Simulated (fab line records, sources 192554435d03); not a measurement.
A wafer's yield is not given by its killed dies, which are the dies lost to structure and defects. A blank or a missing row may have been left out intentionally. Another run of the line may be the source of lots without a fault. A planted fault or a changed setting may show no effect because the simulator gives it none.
Which tool is to blame? | flow n5-finfet | 24 lots with 72 wafers sampled at 5 steps, on a route of 1938 steps

WHAT THE GAUGES SHOWED, per wafer
N5_BEOL_M6_INSPECT_58: inspects for defects (darkfield). Usual: raw-defect-count at 67, with a standard deviation of 23.
lot  | measured     | on                | raw-defect-count | flag
L074 | day 8 14:13  | defect-inspect-02 | 79 51 45         |
L075 | day 8 19:00  | defect-inspect-02 | 52 62 58         |
L077 | day 9 03:55  | defect-inspect-02 | 57 64 45         |
L076 | day 9 07:51  | defect-inspect-02 | 71 133 79        |
L078 | day 9 08:17  | defect-inspect-01 | 69 99 95         |
L080 | day 9 16:20  | defect-inspect-01 | 87 82 37         |
L079 | day 9 23:06  | defect-inspect-01 | 62 56 87         |
L081 | day 10 17:28 | defect-inspect-01 | 62 130 104       |
L082 | day 10 17:43 | defect-inspect-01 | 129 110 73       |
L083 | day 10 23:13 | defect-inspect-01 | 60 57 38         |
L084 | day 11 10:14 | defect-inspect-01 | 56 41 39         |
L085 | day 11 11:05 | defect-inspect-01 | 54 43 27         |
L086 | day 11 17:42 | defect-inspect-02 | 67 64 53         |
L087 | day 11 23:41 | defect-inspect-01 | 74 57 84         |
L089 | day 12 02:58 | defect-inspect-01 | 87 77 73         |
L088 | day 12 11:31 | defect-inspect-02 | 82 73 87         |
L090 | day 12 18:20 | defect-inspect-02 | 55 52 45         |
L091 | day 12 19:13 | defect-inspect-01 | 32 37 74         |
L092 | day 13 12:11 | defect-inspect-01 | 52 71 60         |
L093 | day 13 14:49 | defect-inspect-02 | 59 73 42         |
L094 | day 13 16:53 | defect-inspect-02 | 111 86 123       |
L095 | day 14 12:19 | defect-inspect-01 | 56 62 73         |
L096 | day 14 12:40 | defect-inspect-02 | 66 45 68         |
L097 | day 14 14:16 | defect-inspect-01 | 64 66 107        |

N5_BEOL_M7_INSPECT_58: inspects for defects (darkfield). Usual: raw-defect-count at 64, with a standard deviation of 21.
lot  | measured     | on                | raw-defect-count | flag
L074 | day 8 20:26  | defect-inspect-01 | 45 56 92         |
L075 | day 9 03:11  | defect-inspect-02 | 42 55 41         |
L077 | day 9 12:06  | defect-inspect-01 | 45 48 51         |
L076 | day 9 16:28  | defect-inspect-02 | 73 44 36         |
L078 | day 9 15:34  | defect-inspect-02 | 115 62 59        |
L080 | day 9 23:50  | defect-inspect-02 | 55 80 85         |
L079 | day 10 07:02 | defect-inspect-02 | 64 61 61         |
L081 | day 11 01:13 | defect-inspect-02 | 57 65 42         |
L082 | day 11 00:45 | defect-inspect-01 | 85 47 80         |
L083 | day 11 08:01 | defect-inspect-01 | 48 50 39         |
L084 | day 11 18:58 | defect-inspect-01 | 76 62 59         |
L085 | day 11 21:19 | defect-inspect-01 | 67 89 78         |
L086 | day 11 23:13 | defect-inspect-02 | 85 69 100        |
L087 | day 12 09:23 | defect-inspect-01 | 80 122 61        |
L089 | day 12 11:57 | defect-inspect-02 | 75 55 69         |
L088 | day 12 18:55 | defect-inspect-01 | 142 63 90        |
L090 | day 13 01:22 | defect-inspect-02 | 54 28 56         |
L091 | day 13 02:10 | defect-inspect-02 | 63 43 42         |
L092 | day 13 19:47 | defect-inspect-01 | 50 65 44         |
L093 | day 13 20:55 | defect-inspect-01 | 64 43 38         |
L094 | day 14 00:37 | defect-inspect-02 | 61 49 47         |
L095 | day 14 19:22 | defect-inspect-01 | 62 68 79         |
L096 | day 14 20:29 | defect-inspect-02 | 44 54 67         |
L097 | day 14 21:12 | defect-inspect-02 | 84 67 72         |

WHAT TOOL EACH LOT RAN ON (gives the tool, then ch and the chambers of the sampled wafers, and finally the start)
lot  | N5_BEOL_M6_DEP_56               | N5_BEOL_M7_PRE_CLEAN_45      | N5_BEOL_M7_ALD_77
L074 | pecvd-04 ch 0,1,2, day 8 14:07  | pvd-sputter-02, day 8 18:41  | ald-metal-03 ch 0,1, day 8 18:52
L075 | pecvd-04 ch 0,2, day 8 18:53    | pvd-sputter-03, day 9 01:08  | ald-metal-03 ch 0,3, day 9 01:13
L077 | pecvd-01 ch 0,1, day 9 03:49    | pvd-sputter-02, day 9 09:52  | ald-metal-01 ch 0,1,3, day 9 09:56
L076 | pecvd-01 ch 1,2, day 9 07:46    | pvd-sputter-02, day 9 14:44  | ald-metal-04 ch 0,1, day 9 14:47
L078 | pecvd-01 ch 0,2, day 9 08:11    | pvd-sputter-02, day 9 13:51  | ald-metal-03 ch 0,1,3, day 9 13:56
L080 | pecvd-01 ch 0,1, day 9 16:14    | pvd-sputter-02, day 9 22:01  | ald-metal-03 ch 0,1, day 9 22:04
L079 | pecvd-04 ch 0,2, day 9 22:59    | pvd-sputter-01, day 10 05:07 | ald-metal-03 ch 0,2,3, day 10 05:22
L081 | pecvd-04 ch 0,1,2, day 10 17:22 | pvd-sputter-03, day 10 23:14 | ald-metal-01 ch 2,3, day 10 23:20
L082 | pecvd-03 ch 1,2, day 10 17:36   | pvd-sputter-03, day 10 23:09 | ald-metal-04 ch 0,1,3, day 10 23:13
L083 | pecvd-04 ch 0,2, day 10 23:07   | pvd-sputter-03, day 11 04:22 | ald-metal-01 ch 0,1, day 11 04:27
L084 | pecvd-04 ch 0,1, day 11 10:08   | pvd-sputter-02, day 11 17:12 | ald-metal-01 ch 0,1,3, day 11 17:17
L085 | pecvd-01 ch 1,2, day 11 10:59   | pvd-sputter-03, day 11 17:42 | ald-metal-03 ch 0,2,3, day 11 17:46
L086 | pecvd-03 ch 0,2, day 11 17:37   | pvd-sputter-02, day 11 21:24 | ald-metal-01 ch 0,1,3, day 11 21:28
L087 | pecvd-01 ch 0,1, day 11 23:35   | pvd-sputter-03, day 12 06:01 | ald-metal-03 ch 0,1,2, day 12 06:14
L089 | pecvd-03 ch 0,2, day 12 02:52   | pvd-sputter-03, day 12 09:34 | ald-metal-01 ch 0,2,3, day 12 09:38
L088 | pecvd-04 ch 0,2, day 12 11:11   | pvd-sputter-02, day 12 17:25 | ald-metal-01 ch 2,3, day 12 17:28
L090 | pecvd-04 ch 0,2, day 12 18:14   | pvd-sputter-03, day 12 23:52 | ald-metal-01 ch 0,3, day 12 23:55
L091 | pecvd-01 ch 0,1,2, day 12 19:08 | pvd-sputter-03, day 13 00:20 | ald-metal-01 ch 0,2,3, day 13 00:29
L092 | pecvd-01 ch 0,1,2, day 13 12:05 | pvd-sputter-01, day 13 18:06 | ald-metal-04 ch 0,2,3, day 13 18:11
L093 | pecvd-01 ch 0,1,2, day 13 14:43 | pvd-sputter-03, day 13 19:08 | ald-metal-04 ch 0,1, day 13 19:12
L094 | pecvd-04 ch 0,2, day 13 16:47   | pvd-sputter-03, day 13 22:48 | ald-metal-01 ch 0,2,3, day 13 22:52
L095 | pecvd-04 ch 0,1,2, day 14 12:13 | pvd-sputter-02, day 14 15:55 | ald-metal-04 ch 1,2,3, day 14 15:59
L096 | pecvd-01 ch 0,2, day 14 12:34   | pvd-sputter-01, day 14 18:31 | ald-metal-01 ch 0,3, day 14 18:45
L097 | pecvd-03 ch 1,2, day 14 14:11   | pvd-sputter-01, day 14 19:28 | ald-metal-04 ch 1,3, day 14 19:32
- N5_BEOL_M6_DEP_56: deposits SiCN from 3MS/NH3, target thk 10 nm, time 17.5 s.
- N5_BEOL_M7_PRE_CLEAN_45: time 30 s.
- N5_BEOL_M7_ALD_77: deposits TaN, target thk 2 nm, pulse time 2 s, purge time 3 s.

AS READ BY THE TOOLS THEMSELVES (means over the sampled wafers that have a number; for cases with no such wafer, the mark the record gives instead)
N5_BEOL_M6_DEP_56. Usual: showerhead-plenum-p-Torr 3.663 Torr, standard deviation 0.01; throttle-valve-pct 8.9 %, standard deviation 0.48.
lot  | tool     | showerhead-plenum-p-Torr (Torr) | throttle-valve-pct (%) | flag
L074 | pecvd-04 | 3.666                           | 8.7                    |
L075 | pecvd-04 | 3.675                           | 8.4                    |
L077 | pecvd-01 | 3.661                           | 8.6                    |
L076 | pecvd-01 | 3.664                           | 8.8                    |
L078 | pecvd-01 | 3.657                           | 9.1                    |
L080 | pecvd-01 | 3.664                           | 8.6                    |
L079 | pecvd-04 | 3.673                           | 8.6                    |
L081 | pecvd-04 | 3.657                           | 8.7                    |
L082 | pecvd-03 | 3.667                           | 9.1                    |
L083 | pecvd-04 | 3.673                           | 8.6                    |
L084 | pecvd-04 | 3.645                           | 9.1                    |
L085 | pecvd-01 | 3.665                           | 8.9                    |
L086 | pecvd-03 | 3.669                           | 8.9                    |
L087 | pecvd-01 | 3.659                           | 8.5                    |
L089 | pecvd-03 | 3.665                           | 8.9                    |
L088 | pecvd-04 | 3.672                           | 8.6                    |
L090 | pecvd-04 | 3.668                           | 8.5                    |
L091 | pecvd-01 | 3.664                           | 8.8                    |
L092 | pecvd-01 | 3.660                           | 8.9                    |
L093 | pecvd-01 | 3.661                           | 8.9                    |
L094 | pecvd-04 | 3.667                           | 8.5                    |
L095 | pecvd-04 | 3.662                           | 8.7                    |
L096 | pecvd-01 | 3.669                           | 9.2                    |
L097 | pecvd-03 | 3.666                           | 9.1                    |

N5_BEOL_M7_PRE_CLEAN_45. Usual: heater-power-w at 320 W, with a standard deviation of 26.
lot  | tool           | heater-power-w (W) | flag
L074 | pvd-sputter-02 | 301                |
L075 | pvd-sputter-03 | 330                |
L077 | pvd-sputter-02 | 343                |
L076 | pvd-sputter-02 | 324                |
L078 | pvd-sputter-02 | 336                |
L080 | pvd-sputter-02 | 306                |
L079 | pvd-sputter-01 | 339                |
L081 | pvd-sputter-03 | 321                |
L082 | pvd-sputter-03 | 301                |
L083 | pvd-sputter-03 | 311                |
L084 | pvd-sputter-02 | 304                |
L085 | pvd-sputter-03 | 325                |
L086 | pvd-sputter-02 | 307                |
L087 | pvd-sputter-03 | 310                |
L089 | pvd-sputter-03 | 324                |
L088 | pvd-sputter-02 | 317                |
L090 | pvd-sputter-03 | 300                |
L091 | pvd-sputter-03 | 306                |
L092 | pvd-sputter-01 | 351                |
L093 | pvd-sputter-03 | 316                |
L094 | pvd-sputter-03 | 305                |
L095 | pvd-sputter-02 | 327                |
L096 | pvd-sputter-01 | 356                |
L097 | pvd-sputter-01 | 356                |

N5_BEOL_M7_ALD_77. Usual: heater-power-w 445 W, standard deviation 36; mfc-carrier-sccm 1499 sccm, standard deviation 4.2; precursor-vessel-temp-c 74.99 C, standard deviation 0.12.
lot  | tool         | heater-power-w (W) | mfc-carrier-sccm (sccm) | precursor-vessel-temp-c (C) | flag
L074 | ald-metal-03 | 446                | 1502                    | 75.07                       |
L075 | ald-metal-03 | 472                | 1501                    | 75.01                       |
L077 | ald-metal-01 | 474                | 1497                    | 74.99                       |
L076 | ald-metal-04 | 413                | 1504                    | 75.04                       |
L078 | ald-metal-03 | 444                | 1500                    | 75.01                       |
L080 | ald-metal-03 | 414                | 1497                    | 75.10                       |
L079 | ald-metal-03 | 445                | 1500                    | 74.97                       |
L081 | ald-metal-01 | 423                | 1498                    | 74.96                       |
L082 | ald-metal-04 | 427                | 1497                    | 75.09                       |
L083 | ald-metal-01 | 495                | 1503                    | 74.97                       |
L084 | ald-metal-01 | 468                | 1496                    | 75.03                       |
L085 | ald-metal-03 | 438                | 1504                    | 74.90                       |
L086 | ald-metal-01 | 468                | 1494                    | 74.92                       |
L087 | ald-metal-03 | 415                | 1498                    | 75.02                       |
L089 | ald-metal-01 | 449                | 1497                    | 75.03                       |
L088 | ald-metal-01 | 435                | 1497                    | 74.96                       |
L090 | ald-metal-01 | 470                | 1497                    | 75.07                       |
L091 | ald-metal-01 | 447                | 1503                    | 75.01                       |
L092 | ald-metal-04 | 430                | 1500                    | 74.85                       |
L093 | ald-metal-04 | 425                | 1499                    | 74.89                       |
L094 | ald-metal-01 | 458                | 1499                    | 74.99                       |
L095 | ald-metal-04 | 450                | 1501                    | 75.07                       |
L096 | ald-metal-01 | 465                | 1494                    | 74.95                       |
L097 | ald-metal-04 | 440                | 1495                    | 75.09                       |

THE ANSWER, worked out from the rows above alone
Rule: a lot counts as off when the mean over its wafers that have a number is more than 3 standard deviations away from the usual mean. A lot without any number at a reading at which 4 lots or more have one is off too. Where the step has rows for the other lots, those lots are counted as sound. First the gauges in route order, then the tools' own readings, where a lot's mean is used as printed above. The first step at which some lot is off is used, and at that step the reading that is off furthest; a lot without a number counts as furthest.
None of the lots is off at any reading shown; this tells nothing.

WHAT THE SIMULATOR PUT IN
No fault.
